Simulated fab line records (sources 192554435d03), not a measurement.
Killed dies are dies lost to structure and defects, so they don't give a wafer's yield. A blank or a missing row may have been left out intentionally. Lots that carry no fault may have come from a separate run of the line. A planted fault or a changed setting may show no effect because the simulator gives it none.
fab line records / flow n5Finfet / part 2 of 2: steps 5 to 6 of 6
record lots=23 wafers=69 lastDay=17
route steps=1938 shown BEOL_M5@1180 BEOL_M6@1214
lots that met no fault: from a run of the same line without faults
startH: hours from the record's first day to the start of the lot's first wafer shown / waitH: time in hours since the lot's previous step / " unchanged from the row above / L1.1+2: one row covering several wafers at once / - value missing, or start not given / * or withheld: withheld / < > ~ a bound
route shown NAME@n: a module of which the file shows steps, and the number in the route of the first / usual: mean and standard deviation over wafers with no fault / same: alike in all rows / chamber/n: place in a boat / sites: readings site by site / _std_site: standard deviation across them / _edge_site: the outer-site mean with the inner-site mean subtracted / radiusMm: how far each site lies from the wafer's centre / mask NAME#n: copy n / behind: tool/chamber where the wafer was last shaped / hold: the reason the lot was held/the length of the hold in hours/how it ended / device: whichever transistor did not switch (one of n, p or np) / end of line: the tests these same wafers got at the end of their route / a step given without rows: its recipe and nothing more / killed: dies that structure and defects cost at the first sort, which is not the same as the wafer's yield / map: the dies of a wafer, with x for killed, . for not killed, _ for no die there
set.NAME: setting as actually run; set.NAME@STEP: the setting as run at that earlier step / model.NAME: the simulator's own value behind a step, which no gauge read
one table for each step of the route and one row for each wafer, over a sample of lots
services: from which hour (startH, from the record's first day; less than 0 if before it) a tool's chamber was out of use, for how many hours, and why
## steps
# step N5_BEOL_M6_ETCH_65
# recipe chemistry=CF4 target=SiARC targetDepthA=156 maskMaterial=CAR-EUV timeS=26 ionEnergyEv=80 pressureMtorr=40 sourceW=545 biasW=36 Ar_flow_sccm=100 cf4FlowSccm=100 ends=cleared
# usual drypumpMotorCurrentA=5.7/0.43 etchRfOnTimeS=25.5/0.69 oesProductAu=0.71/0.052 rfVppV=184.5/1.2 showerheadPlenumPTorr=2.17/0.063 throttleValvePct=15.47/0.25
lot.wafer=L074.1 tool=rieDiel-03 chamber=0 startH=187.35 waitH=0.0 drypumpMotorCurrentA=6.1 etchRfOnTimeS=26.1 oesProductAu=0.70 rfHoursCounterH=99 rfVppV=184.7 showerheadPlenumPTorr=2.15 throttleValvePct=15.86
lot.wafer=L074.2 tool=rieDiel-03 chamber=3 startH=187.35 waitH=0.0 drypumpMotorCurrentA=5.7 etchRfOnTimeS=25.4 oesProductAu=0.72 rfHoursCounterH=57 rfVppV=183.8 showerheadPlenumPTorr=2.17 throttleValvePct=15.33
lot.wafer=L074.6 tool=rieDiel-03 chamber=0 startH=187.35 waitH=0.0 drypumpMotorCurrentA=6.1 etchRfOnTimeS=26.2 oesProductAu=0.70 rfHoursCounterH=- rfVppV=183.8 showerheadPlenumPTorr=2.15 throttleValvePct=15.85
lot.wafer=L076.1 tool=rieDiel-02 chamber=2 startH=192.76 waitH=0.0 drypumpMotorCurrentA=5.6 etchRfOnTimeS=26.0 oesProductAu=0.58 rfHoursCounterH=248 rfVppV=185.3 showerheadPlenumPTorr=2.10 throttleValvePct=15.71
lot.wafer=L076.3 tool=rieDiel-02 chamber=3 startH=192.76 waitH=0.0 drypumpMotorCurrentA=4.9 etchRfOnTimeS=25.7 oesProductAu=0.69 rfHoursCounterH=90 rfVppV=184.5 showerheadPlenumPTorr=2.17 throttleValvePct=15.28
lot.wafer=L076.4 tool=rieDiel-02 chamber=2 startH=192.76 waitH=0.0 drypumpMotorCurrentA=5.6 etchRfOnTimeS=25.9 oesProductAu=0.58 rfHoursCounterH=- rfVppV=184.9 showerheadPlenumPTorr=2.10 throttleValvePct=15.74
lot.wafer=L077.2 tool=rieDiel-03 chamber=1 startH=212.62 waitH=0.0 drypumpMotorCurrentA=5.6 etchRfOnTimeS=24.6 oesProductAu=0.78 rfHoursCounterH=25 rfVppV=186.5 showerheadPlenumPTorr=2.26 throttleValvePct=15.44
lot.wafer=L077.3 tool=rieDiel-03 chamber=3 startH=212.62 waitH=0.0 drypumpMotorCurrentA=5.6 etchRfOnTimeS=25.8 oesProductAu=0.70 rfHoursCounterH=65 rfVppV=182.6 showerheadPlenumPTorr=2.16 throttleValvePct=15.34
lot.wafer=L077.6 tool=rieDiel-03 chamber=0 startH=212.62 waitH=0.0 drypumpMotorCurrentA=6.1 etchRfOnTimeS=26.3 oesProductAu=0.68 rfHoursCounterH=- rfVppV=184.6 showerheadPlenumPTorr=2.15 throttleValvePct=15.87
lot.wafer=L078.1 tool=rieDiel-06 chamber=2 startH=216.48 waitH=0.0 drypumpMotorCurrentA=5.1 etchRfOnTimeS=25.1 oesProductAu=0.73 rfHoursCounterH=46 rfVppV=182.7 showerheadPlenumPTorr=2.17 throttleValvePct=15.14
lot.wafer=L078.2 tool=rieDiel-06 chamber=1 startH=216.48 waitH=0.0 drypumpMotorCurrentA=6.1 etchRfOnTimeS=25.6 oesProductAu=0.66 rfHoursCounterH=117 rfVppV=183.4 showerheadPlenumPTorr=2.07 throttleValvePct=15.60
lot.wafer=L078.5 tool=rieDiel-06 chamber=1 startH=216.48 waitH=0.0 drypumpMotorCurrentA=6.1 etchRfOnTimeS=25.5 oesProductAu=0.67 rfHoursCounterH=- rfVppV=182.5 showerheadPlenumPTorr=2.07 throttleValvePct=15.59
lot.wafer=L079.1 tool=rieDiel-03 chamber=1 startH=221.29 waitH=0.0 drypumpMotorCurrentA=5.7 etchRfOnTimeS=24.8 oesProductAu=0.78 rfHoursCounterH=29 rfVppV=185.2 showerheadPlenumPTorr=2.26 throttleValvePct=15.43
lot.wafer=L079.5 tool=rieDiel-03 chamber=2 startH=221.29 waitH=0.0 drypumpMotorCurrentA=5.5 etchRfOnTimeS=25.3 oesProductAu=0.76 rfHoursCounterH=- rfVppV=187.4 showerheadPlenumPTorr=2.25 throttleValvePct=15.70
lot.wafer=L079.6 tool=rieDiel-03 chamber=3 startH=221.29 waitH=0.0 drypumpMotorCurrentA=5.7 etchRfOnTimeS=25.8 oesProductAu=0.71 rfHoursCounterH=- rfVppV=184.1 showerheadPlenumPTorr=2.16 throttleValvePct=15.34
lot.wafer=L080.1 tool=rieDiel-03 chamber=2 startH=224.69 waitH=0.0 drypumpMotorCurrentA=5.5 etchRfOnTimeS=25.4 oesProductAu=0.76 rfHoursCounterH=52 rfVppV=185.3 showerheadPlenumPTorr=2.25 throttleValvePct=15.71
lot.wafer=L080.2 tool=rieDiel-03 chamber=3 startH=224.69 waitH=0.0 drypumpMotorCurrentA=5.6 etchRfOnTimeS=26.1 oesProductAu=0.69 rfHoursCounterH=69 rfVppV=184.4 showerheadPlenumPTorr=2.16 throttleValvePct=15.34
lot.wafer=L080.6 tool=rieDiel-03 chamber=3 startH=224.69 waitH=0.0 drypumpMotorCurrentA=5.6 etchRfOnTimeS=26.0 oesProductAu=0.71 rfHoursCounterH=- rfVppV=184.4 showerheadPlenumPTorr=2.16 throttleValvePct=15.35
lot.wafer=L081.3 tool=rieDiel-02 chamber=1 startH=226.65 waitH=0.0 drypumpMotorCurrentA=5.7 etchRfOnTimeS=25.2 oesProductAu=0.84 rfHoursCounterH=3 rfVppV=184.3 showerheadPlenumPTorr=2.19 throttleValvePct=15.17
lot.wafer=L081.4 tool=rieDiel-02 chamber=1 startH=226.65 waitH=0.0 drypumpMotorCurrentA=5.7 etchRfOnTimeS=25.5 oesProductAu=0.84 rfHoursCounterH=- rfVppV=184.3 showerheadPlenumPTorr=2.19 throttleValvePct=15.17
lot.wafer=L081.5 tool=rieDiel-02 chamber=0 startH=226.65 waitH=0.0 drypumpMotorCurrentA=6.4 etchRfOnTimeS=25.3 oesProductAu=0.77 rfHoursCounterH=- rfVppV=183.5 showerheadPlenumPTorr=2.11 throttleValvePct=15.82
lot.wafer=L082.1 tool=rieDiel-03 chamber=1 startH=240.49 waitH=0.0 drypumpMotorCurrentA=5.6 etchRfOnTimeS=24.5 oesProductAu=0.78 rfHoursCounterH=35 rfVppV=186.7 showerheadPlenumPTorr=2.26 throttleValvePct=15.44
lot.wafer=L082.3 tool=rieDiel-03 chamber=0 startH=240.49 waitH=0.0 drypumpMotorCurrentA=6.1 etchRfOnTimeS=26.2 oesProductAu=0.68 rfHoursCounterH=118 rfVppV=184.6 showerheadPlenumPTorr=2.15 throttleValvePct=15.90
lot.wafer=L082.4 tool=rieDiel-03 chamber=2 startH=240.49 waitH=0.0 drypumpMotorCurrentA=5.5 etchRfOnTimeS=24.8 oesProductAu=0.75 rfHoursCounterH=57 rfVppV=186.2 showerheadPlenumPTorr=2.25 throttleValvePct=15.72
lot.wafer=L083.4 tool=rieDiel-06 chamber=1 startH=252.04 waitH=0.0 drypumpMotorCurrentA=6.1 etchRfOnTimeS=25.0 oesProductAu=0.67 rfHoursCounterH=128 rfVppV=183.2 showerheadPlenumPTorr=2.06 throttleValvePct=15.61
lot.wafer=L083.5 tool=rieDiel-06 chamber=3 startH=252.04 waitH=0.0 drypumpMotorCurrentA=5.8 etchRfOnTimeS=23.9 oesProductAu=0.72 rfHoursCounterH=- rfVppV=185.5 showerheadPlenumPTorr=2.24 throttleValvePct=15.44
lot.wafer=L083.6 tool=rieDiel-06 chamber=0 startH=252.04 waitH=0.0 drypumpMotorCurrentA=6.1 etchRfOnTimeS=25.9 oesProductAu=0.70 rfHoursCounterH=- rfVppV=185.5 showerheadPlenumPTorr=2.24 throttleValvePct=15.13
lot.wafer=L085.1 tool=rieDiel-03 chamber=3 startH=255.02 waitH=0.0 drypumpMotorCurrentA=5.6 etchRfOnTimeS=25.9 oesProductAu=0.69 rfHoursCounterH=79 rfVppV=184.4 showerheadPlenumPTorr=2.16 throttleValvePct=15.36
lot.wafer=L085.3 tool=rieDiel-03 chamber=2 startH=255.02 waitH=0.0 drypumpMotorCurrentA=5.5 etchRfOnTimeS=25.1 oesProductAu=0.74 rfHoursCounterH=61 rfVppV=187.0 showerheadPlenumPTorr=2.25 throttleValvePct=15.71
lot.wafer=L085.6 tool=rieDiel-03 chamber=1 startH=255.02 waitH=0.0 drypumpMotorCurrentA=5.6 etchRfOnTimeS=24.8 oesProductAu=0.75 rfHoursCounterH=- rfVppV=185.3 showerheadPlenumPTorr=2.26 throttleValvePct=15.46
lot.wafer=L084.2 tool=rieDiel-06 chamber=0 startH=258.27 waitH=0.0 drypumpMotorCurrentA=6.1 etchRfOnTimeS=26.3 oesProductAu=0.69 rfHoursCounterH=83 rfVppV=185.7 showerheadPlenumPTorr=2.24 throttleValvePct=15.12
lot.wafer=L084.4 tool=rieDiel-06 chamber=1 startH=258.27 waitH=0.0 drypumpMotorCurrentA=6.1 etchRfOnTimeS=25.6 oesProductAu=0.66 rfHoursCounterH=130 rfVppV=182.4 showerheadPlenumPTorr=2.06 throttleValvePct=15.61
lot.wafer=L084.5 tool=rieDiel-06 chamber=1 startH=258.27 waitH=0.0 drypumpMotorCurrentA=6.1 etchRfOnTimeS=25.4 oesProductAu=0.66 rfHoursCounterH=- rfVppV=183.8 showerheadPlenumPTorr=2.06 throttleValvePct=15.62
lot.wafer=L086.2 tool=rieDiel-02 chamber=1 startH=258.55 waitH=0.0 drypumpMotorCurrentA=5.7 etchRfOnTimeS=26.0 oesProductAu=0.79 rfHoursCounterH=14 rfVppV=184.5 showerheadPlenumPTorr=2.18 throttleValvePct=15.20
lot.wafer=L086.4 tool=rieDiel-02 chamber=3 startH=258.55 waitH=0.0 drypumpMotorCurrentA=4.9 etchRfOnTimeS=26.1 oesProductAu=0.67 rfHoursCounterH=118 rfVppV=184.8 showerheadPlenumPTorr=2.16 throttleValvePct=15.34
lot.wafer=L086.6 tool=rieDiel-02 chamber=1 startH=258.55 waitH=0.0 drypumpMotorCurrentA=5.7 etchRfOnTimeS=26.1 oesProductAu=0.79 rfHoursCounterH=- rfVppV=183.6 showerheadPlenumPTorr=2.18 throttleValvePct=15.19
lot.wafer=L087.1 tool=rieDiel-03 chamber=0 startH=260.48 waitH=0.0 drypumpMotorCurrentA=6.1 etchRfOnTimeS=26.4 oesProductAu=0.67 rfHoursCounterH=124 rfVppV=185.9 showerheadPlenumPTorr=2.15 throttleValvePct=15.90
lot.wafer=L087.3 tool=rieDiel-03 chamber=2 startH=260.48 waitH=0.0 drypumpMotorCurrentA=5.5 etchRfOnTimeS=25.2 oesProductAu=0.74 rfHoursCounterH=63 rfVppV=184.8 showerheadPlenumPTorr=2.25 throttleValvePct=15.73
lot.wafer=L087.6 tool=rieDiel-03 chamber=3 startH=260.48 waitH=0.0 drypumpMotorCurrentA=5.6 etchRfOnTimeS=25.8 oesProductAu=0.69 rfHoursCounterH=- rfVppV=185.6 showerheadPlenumPTorr=2.16 throttleValvePct=15.38
lot.wafer=L088.1 tool=rieDiel-03 chamber=1 startH=264.52 waitH=0.0 drypumpMotorCurrentA=5.6 etchRfOnTimeS=25.1 oesProductAu=0.75 rfHoursCounterH=44 rfVppV=186.0 showerheadPlenumPTorr=2.26 throttleValvePct=15.47
lot.wafer=L088.5 tool=rieDiel-03 chamber=0 startH=264.52 waitH=0.0 drypumpMotorCurrentA=6.1 etchRfOnTimeS=26.7 oesProductAu=0.67 rfHoursCounterH=- rfVppV=184.8 showerheadPlenumPTorr=2.15 throttleValvePct=15.91
lot.wafer=L088.6 tool=rieDiel-03 chamber=1 startH=264.52 waitH=0.0 drypumpMotorCurrentA=5.6 etchRfOnTimeS=25.0 oesProductAu=0.75 rfHoursCounterH=- rfVppV=184.9 showerheadPlenumPTorr=2.26 throttleValvePct=15.47
lot.wafer=L091.1 tool=rieDiel-06 chamber=0 startH=291.91 waitH=0.0 drypumpMotorCurrentA=6.1 etchRfOnTimeS=26.6 oesProductAu=0.67 rfHoursCounterH=95 rfVppV=185.4 showerheadPlenumPTorr=2.23 throttleValvePct=15.15
lot.wafer=L091.2 tool=rieDiel-06 chamber=1 startH=291.91 waitH=0.0 drypumpMotorCurrentA=6.1 etchRfOnTimeS=25.6 oesProductAu=0.65 rfHoursCounterH=140 rfVppV=181.4 showerheadPlenumPTorr=2.06 throttleValvePct=15.64
lot.wafer=L091.4 tool=rieDiel-06 chamber=2 startH=291.91 waitH=0.0 drypumpMotorCurrentA=5.1 etchRfOnTimeS=25.5 oesProductAu=0.70 rfHoursCounterH=69 rfVppV=183.3 showerheadPlenumPTorr=2.16 throttleValvePct=15.18
lot.wafer=L090.2 tool=rieDiel-02 chamber=0 startH=294.67 waitH=0.0 drypumpMotorCurrentA=6.5 etchRfOnTimeS=25.5 oesProductAu=0.73 rfHoursCounterH=71 rfVppV=183.2 showerheadPlenumPTorr=2.10 throttleValvePct=15.86
lot.wafer=L090.5 tool=rieDiel-02 chamber=2 startH=294.67 waitH=0.0 drypumpMotorCurrentA=5.6 etchRfOnTimeS=24.5 oesProductAu=0.82 rfHoursCounterH=- rfVppV=183.1 showerheadPlenumPTorr=2.09 throttleValvePct=15.25
lot.wafer=L090.6 tool=rieDiel-02 chamber=1 startH=294.67 waitH=0.0 drypumpMotorCurrentA=5.7 etchRfOnTimeS=25.8 oesProductAu=0.77 rfHoursCounterH=- rfVppV=185.1 showerheadPlenumPTorr=2.18 throttleValvePct=15.24
lot.wafer=L089.3 tool=rieDiel-06 chamber=1 startH=295.66 waitH=0.0 drypumpMotorCurrentA=6.1 etchRfOnTimeS=25.5 oesProductAu=0.65 rfHoursCounterH=142 rfVppV=184.0 showerheadPlenumPTorr=2.06 throttleValvePct=15.66
lot.wafer=L089.4 tool=rieDiel-06 chamber=3 startH=295.66 waitH=0.0 drypumpMotorCurrentA=5.7 etchRfOnTimeS=23.9 oesProductAu=0.70 rfHoursCounterH=113 rfVppV=185.7 showerheadPlenumPTorr=2.24 throttleValvePct=15.46
lot.wafer=L089.5 tool=rieDiel-06 chamber=3 startH=295.66 waitH=0.0 drypumpMotorCurrentA=5.8 etchRfOnTimeS=24.2 oesProductAu=0.69 rfHoursCounterH=- rfVppV=185.6 showerheadPlenumPTorr=2.24 throttleValvePct=15.45
lot.wafer=L093.3 tool=rieDiel-06 chamber=2 startH=299.82 waitH=0.0 drypumpMotorCurrentA=5.1 etchRfOnTimeS=25.8 oesProductAu=0.70 rfHoursCounterH=72 rfVppV=186.8 showerheadPlenumPTorr=2.16 throttleValvePct=15.19
lot.wafer=L093.4 tool=rieDiel-06 chamber=3 startH=299.82 waitH=0.0 drypumpMotorCurrentA=5.8 etchRfOnTimeS=24.4 oesProductAu=0.69 rfHoursCounterH=115 rfVppV=184.3 showerheadPlenumPTorr=2.24 throttleValvePct=15.46
lot.wafer=L093.5 tool=rieDiel-06 chamber=2 startH=299.82 waitH=0.0 drypumpMotorCurrentA=5.1 etchRfOnTimeS=25.9 oesProductAu=0.69 rfHoursCounterH=- rfVppV=185.2 showerheadPlenumPTorr=2.16 throttleValvePct=15.18
lot.wafer=L092.2 tool=rieDiel-06 chamber=0 startH=303.10 waitH=0.0 drypumpMotorCurrentA=6.1 etchRfOnTimeS=26.6 oesProductAu=0.67 rfHoursCounterH=99 rfVppV=187.1 showerheadPlenumPTorr=2.23 throttleValvePct=15.16
lot.wafer=L092.3 tool=rieDiel-06 chamber=3 startH=303.10 waitH=0.0 drypumpMotorCurrentA=5.8 etchRfOnTimeS=24.5 oesProductAu=0.69 rfHoursCounterH=117 rfVppV=185.2 showerheadPlenumPTorr=2.24 throttleValvePct=15.45
lot.wafer=L092.4 tool=rieDiel-06 chamber=2 startH=303.10 waitH=0.0 drypumpMotorCurrentA=5.1 etchRfOnTimeS=25.4 oesProductAu=0.70 rfHoursCounterH=74 rfVppV=184.9 showerheadPlenumPTorr=2.16 throttleValvePct=15.20
lot.wafer=L094.2 tool=rieDiel-02 chamber=3 startH=316.31 waitH=0.0 drypumpMotorCurrentA=4.9 etchRfOnTimeS=25.7 oesProductAu=0.65 rfHoursCounterH=139 rfVppV=184.7 showerheadPlenumPTorr=2.15 throttleValvePct=15.37
lot.wafer=L094.3 tool=rieDiel-02 chamber=2 startH=316.31 waitH=0.0 drypumpMotorCurrentA=5.6 etchRfOnTimeS=24.6 oesProductAu=0.80 rfHoursCounterH=25 rfVppV=183.0 showerheadPlenumPTorr=2.09 throttleValvePct=15.25
lot.wafer=L094.5 tool=rieDiel-02 chamber=0 startH=316.31 waitH=0.0 drypumpMotorCurrentA=6.5 etchRfOnTimeS=25.7 oesProductAu=0.72 rfHoursCounterH=- rfVppV=182.2 showerheadPlenumPTorr=2.10 throttleValvePct=15.86
lot.wafer=L095.4 tool=rieDiel-02 chamber=1 startH=319.28 waitH=0.0 drypumpMotorCurrentA=5.7 etchRfOnTimeS=25.8 oesProductAu=0.75 rfHoursCounterH=35 rfVppV=183.7 showerheadPlenumPTorr=2.18 throttleValvePct=15.22
lot.wafer=L095.5 tool=rieDiel-02 chamber=0 startH=319.28 waitH=0.0 drypumpMotorCurrentA=6.4 etchRfOnTimeS=25.6 oesProductAu=0.72 rfHoursCounterH=- rfVppV=182.6 showerheadPlenumPTorr=2.10 throttleValvePct=15.88
lot.wafer=L095.6 tool=rieDiel-02 chamber=3 startH=319.28 waitH=0.0 drypumpMotorCurrentA=4.9 etchRfOnTimeS=25.9 oesProductAu=0.65 rfHoursCounterH=- rfVppV=183.7 showerheadPlenumPTorr=2.15 throttleValvePct=15.37
lot.wafer=L096.2 tool=rieDiel-06 chamber=1 startH=322.70 waitH=0.0 drypumpMotorCurrentA=6.1 etchRfOnTimeS=25.7 oesProductAu=0.64 rfHoursCounterH=151 rfVppV=184.0 showerheadPlenumPTorr=2.05 throttleValvePct=15.65
lot.wafer=L096.3 tool=rieDiel-06 chamber=3 startH=322.70 waitH=0.0 drypumpMotorCurrentA=5.8 etchRfOnTimeS=24.2 oesProductAu=0.69 rfHoursCounterH=122 rfVppV=185.2 showerheadPlenumPTorr=2.24 throttleValvePct=15.49
lot.wafer=L096.6 tool=rieDiel-06 chamber=0 startH=322.70 waitH=0.0 drypumpMotorCurrentA=6.1 etchRfOnTimeS=26.6 oesProductAu=0.66 rfHoursCounterH=- rfVppV=185.8 showerheadPlenumPTorr=2.23 throttleValvePct=15.18
lot.wafer=L097.1 tool=rieDiel-06 chamber=0 startH=326.69 waitH=0.0 drypumpMotorCurrentA=6.1 etchRfOnTimeS=26.6 oesProductAu=0.66 rfHoursCounterH=107 rfVppV=186.0 showerheadPlenumPTorr=2.23 throttleValvePct=15.20
lot.wafer=L097.3 tool=rieDiel-06 chamber=1 startH=326.69 waitH=0.0 drypumpMotorCurrentA=6.1 etchRfOnTimeS=25.7 oesProductAu=0.64 rfHoursCounterH=152 rfVppV=183.0 showerheadPlenumPTorr=2.05 throttleValvePct=15.66
lot.wafer=L097.4 tool=rieDiel-06 chamber=2 startH=326.69 waitH=0.0 drypumpMotorCurrentA=5.1 etchRfOnTimeS=25.5 oesProductAu=0.69 rfHoursCounterH=80 rfVppV=184.4 showerheadPlenumPTorr=2.15 throttleValvePct=15.21
# step N5_BEOL_M6_PRE_CLEAN_45
# recipe gas=H2/He timeS=30 tempC=250
# usual heaterPowerW=333/36
lot.wafer=L074.1 tool=pvdSputter-01 chamber=- startH=188.56 waitH=0.0 heaterPowerW=282
lot.wafer=L074.2 tool=pvdSputter-01 chamber=- startH=188.56 waitH=0.0 heaterPowerW=307
lot.wafer=L074.6 tool=pvdSputter-01 chamber=- startH=188.56 waitH=0.0 heaterPowerW=354
lot.wafer=L076.1 tool=pvdSputter-01 chamber=- startH=194.94 waitH=0.0 heaterPowerW=281
lot.wafer=L076.3 tool=pvdSputter-01 chamber=- startH=194.94 waitH=0.0 heaterPowerW=394
lot.wafer=L076.4 tool=pvdSputter-01 chamber=- startH=194.94 waitH=0.0 heaterPowerW=311
lot.wafer=L077.2 tool=pvdSputter-03 chamber=- startH=213.86 waitH=0.0 heaterPowerW=348
lot.wafer=L077.3 tool=pvdSputter-03 chamber=- startH=213.86 waitH=0.0 heaterPowerW=313
lot.wafer=L077.6 tool=pvdSputter-03 chamber=- startH=213.86 waitH=0.0 heaterPowerW=337
lot.wafer=L078.1 tool=pvdSputter-03 chamber=- startH=217.90 waitH=0.0 heaterPowerW=372
lot.wafer=L078.2 tool=pvdSputter-03 chamber=- startH=217.90 waitH=0.0 heaterPowerW=352
lot.wafer=L078.5 tool=pvdSputter-03 chamber=- startH=217.90 waitH=0.0 heaterPowerW=349
lot.wafer=L079.1 tool=pvdSputter-01 chamber=- startH=222.58 waitH=0.0 heaterPowerW=283
lot.wafer=L079.5 tool=pvdSputter-01 chamber=- startH=222.58 waitH=0.0 heaterPowerW=278
lot.wafer=L079.6 tool=pvdSputter-01 chamber=- startH=222.58 waitH=0.0 heaterPowerW=352
lot.wafer=L080.1 tool=pvdSputter-01 chamber=- startH=226.10 waitH=0.0 heaterPowerW=391
lot.wafer=L080.2 tool=pvdSputter-01 chamber=- startH=226.10 waitH=0.0 heaterPowerW=277
lot.wafer=L080.6 tool=pvdSputter-01 chamber=- startH=226.10 waitH=0.0 heaterPowerW=307
lot.wafer=L081.3 tool=pvdSputter-02 chamber=- startH=227.59 waitH=0.0 heaterPowerW=291
lot.wafer=L081.4 tool=pvdSputter-02 chamber=- startH=227.59 waitH=0.0 heaterPowerW=332
lot.wafer=L081.5 tool=pvdSputter-02 chamber=- startH=227.59 waitH=0.0 heaterPowerW=334
lot.wafer=L082.1 tool=pvdSputter-01 chamber=- startH=241.61 waitH=0.0 heaterPowerW=276
lot.wafer=L082.3 tool=pvdSputter-01 chamber=- startH=241.61 waitH=0.0 heaterPowerW=351
lot.wafer=L082.4 tool=pvdSputter-01 chamber=- startH=241.61 waitH=0.0 heaterPowerW=392
lot.wafer=L083.4 tool=pvdSputter-02 chamber=- startH=253.32 waitH=0.0 heaterPowerW=310
lot.wafer=L083.5 tool=pvdSputter-02 chamber=- startH=253.32 waitH=0.0 heaterPowerW=292
lot.wafer=L083.6 tool=pvdSputter-02 chamber=- startH=253.32 waitH=0.0 heaterPowerW=346
lot.wafer=L085.1 tool=pvdSputter-03 chamber=- startH=256.05 waitH=0.0 heaterPowerW=348
lot.wafer=L085.3 tool=pvdSputter-03 chamber=- startH=256.05 waitH=0.0 heaterPowerW=315
lot.wafer=L085.6 tool=pvdSputter-03 chamber=- startH=256.05 waitH=0.0 heaterPowerW=343
lot.wafer=L084.2 tool=pvdSputter-03 chamber=- startH=259.33 waitH=0.0 heaterPowerW=323
lot.wafer=L084.4 tool=pvdSputter-03 chamber=- startH=259.33 waitH=0.0 heaterPowerW=342
lot.wafer=L084.5 tool=pvdSputter-03 chamber=- startH=259.33 waitH=0.0 heaterPowerW=350
lot.wafer=L086.2 tool=pvdSputter-01 chamber=- startH=259.52 waitH=0.0 heaterPowerW=351
lot.wafer=L086.4 tool=pvdSputter-01 chamber=- startH=259.52 waitH=0.0 heaterPowerW=390
lot.wafer=L086.6 tool=pvdSputter-01 chamber=- startH=259.52 waitH=0.0 heaterPowerW=397
lot.wafer=L087.1 tool=pvdSputter-02 chamber=- startH=261.69 waitH=0.0 heaterPowerW=341
lot.wafer=L087.3 tool=pvdSputter-02 chamber=- startH=261.69 waitH=0.0 heaterPowerW=280
lot.wafer=L087.6 tool=pvdSputter-02 chamber=- startH=261.69 waitH=0.0 heaterPowerW=340
lot.wafer=L088.1 tool=pvdSputter-03 chamber=- startH=265.60 waitH=0.0 heaterPowerW=320
lot.wafer=L088.5 tool=pvdSputter-03 chamber=- startH=265.60 waitH=0.0 heaterPowerW=344
lot.wafer=L088.6 tool=pvdSputter-03 chamber=- startH=265.60 waitH=0.0 heaterPowerW=354
lot.wafer=L091.1 tool=pvdSputter-02 chamber=- startH=293.06 waitH=0.0 heaterPowerW=281
lot.wafer=L091.2 tool=pvdSputter-02 chamber=- startH=293.06 waitH=0.0 heaterPowerW=342
lot.wafer=L091.4 tool=pvdSputter-02 chamber=- startH=293.06 waitH=0.0 heaterPowerW=311
lot.wafer=L090.2 tool=pvdSputter-03 chamber=- startH=296.22 waitH=0.0 heaterPowerW=376
lot.wafer=L090.5 tool=pvdSputter-03 chamber=- startH=296.22 waitH=0.0 heaterPowerW=362
lot.wafer=L090.6 tool=pvdSputter-03 chamber=- startH=296.22 waitH=0.0 heaterPowerW=348
lot.wafer=L089.3 tool=pvdSputter-01 chamber=- startH=296.74 waitH=0.0 heaterPowerW=393
lot.wafer=L089.4 tool=pvdSputter-01 chamber=- startH=296.74 waitH=0.0 heaterPowerW=339
lot.wafer=L089.5 tool=pvdSputter-01 chamber=- startH=296.74 waitH=0.0 heaterPowerW=401
lot.wafer=L093.3 tool=pvdSputter-01 chamber=- startH=300.93 waitH=0.0 heaterPowerW=393
lot.wafer=L093.4 tool=pvdSputter-01 chamber=- startH=300.93 waitH=0.0 heaterPowerW=314
lot.wafer=L093.5 tool=pvdSputter-01 chamber=- startH=300.93 waitH=0.0 heaterPowerW=283
lot.wafer=L092.2 tool=pvdSputter-01 chamber=- startH=304.05 waitH=0.0 heaterPowerW=311
lot.wafer=L092.3 tool=pvdSputter-01 chamber=- startH=304.05 waitH=0.0 heaterPowerW=355
lot.wafer=L092.4 tool=pvdSputter-01 chamber=- startH=304.05 waitH=0.0 heaterPowerW=282
lot.wafer=L094.2 tool=pvdSputter-02 chamber=- startH=317.67 waitH=0.0 heaterPowerW=274
lot.wafer=L094.3 tool=pvdSputter-02 chamber=- startH=317.67 waitH=0.0 heaterPowerW=348
lot.wafer=L094.5 tool=pvdSputter-02 chamber=- startH=317.67 waitH=0.0 heaterPowerW=286
lot.wafer=L095.4 tool=pvdSputter-03 chamber=- startH=320.68 waitH=0.0 heaterPowerW=344
lot.wafer=L095.5 tool=pvdSputter-03 chamber=- startH=320.68 waitH=0.0 heaterPowerW=380
lot.wafer=L095.6 tool=pvdSputter-03 chamber=- startH=320.68 waitH=0.0 heaterPowerW=337
lot.wafer=L096.2 tool=pvdSputter-03 chamber=- startH=325.18 waitH=0.0 heaterPowerW=341
lot.wafer=L096.3 tool=pvdSputter-03 chamber=- startH=325.18 waitH=0.0 heaterPowerW=370
lot.wafer=L096.6 tool=pvdSputter-03 chamber=- startH=325.18 waitH=0.0 heaterPowerW=380
lot.wafer=L097.1 tool=pvdSputter-03 chamber=- startH=328.34 waitH=0.0 heaterPowerW=378
lot.wafer=L097.3 tool=pvdSputter-03 chamber=- startH=328.34 waitH=0.0 heaterPowerW=353
lot.wafer=L097.4 tool=pvdSputter-03 chamber=- startH=328.34 waitH=0.0 heaterPowerW=346
## services
tool=cmp-03 chamber=- startH=158.33 hours=3.9 kind=pm
tool=pvdSputter-03 chamber=- startH=169.46 hours=17.4 kind=repair
tool=rieDiel-02 chamber=2 startH=177.14 hours=9.3 kind=repair
tool=rieDiel-02 chamber=1 startH=178.63 hours=14.1 kind=repair
tool=cmp-02 chamber=- startH=182.60 hours=0.2 kind=repair
tool=rieDiel-03 chamber=1 startH=186.86 hours=6.5 kind=repair
tool=cmp-03 chamber=- startH=189.04 hours=0.4 kind=repair
tool=cmp-03 chamber=- startH=195.48 hours=1.7 kind=repair
tool=cmp-02 chamber=- startH=200.56 hours=2.4 kind=repair
tool=rieDiel-03 chamber=1 startH=202.38 hours=5.7 kind=repair
tool=cmp-01 chamber=- startH=204.15 hours=0.5 kind=repair
tool=rieDiel-03 chamber=- startH=207.12 hours=0.4 kind=repair
tool=cmp-02 chamber=- startH=215.42 hours=4.0 kind=pm
tool=rieDiel-02 chamber=2 startH=220.79 hours=6.6 kind=repair
tool=rieDiel-02 chamber=3 startH=222.10 hours=1.4 kind=repair
tool=cmp-03 chamber=- startH=235.56 hours=1.1 kind=repair
tool=cmp-03 chamber=- startH=243.89 hours=5.3 kind=pm
tool=cmp-02 chamber=- startH=244.01 hours=1.5 kind=repair
tool=rieDiel-03 chamber=2 startH=246.73 hours=2.6 kind=repair
tool=cmp-01 chamber=- startH=257.60 hours=4.0 kind=pm
tool=pvdSputter-01 chamber=- startH=265.60 hours=4.9 kind=repair
tool=cmp-01 chamber=- startH=294.79 hours=0.3 kind=repair
tool=pvdSputter-02 chamber=- startH=306.05 hours=1.9 kind=repair
tool=rieDiel-06 chamber=- startH=307.32 hours=2.8 kind=pm
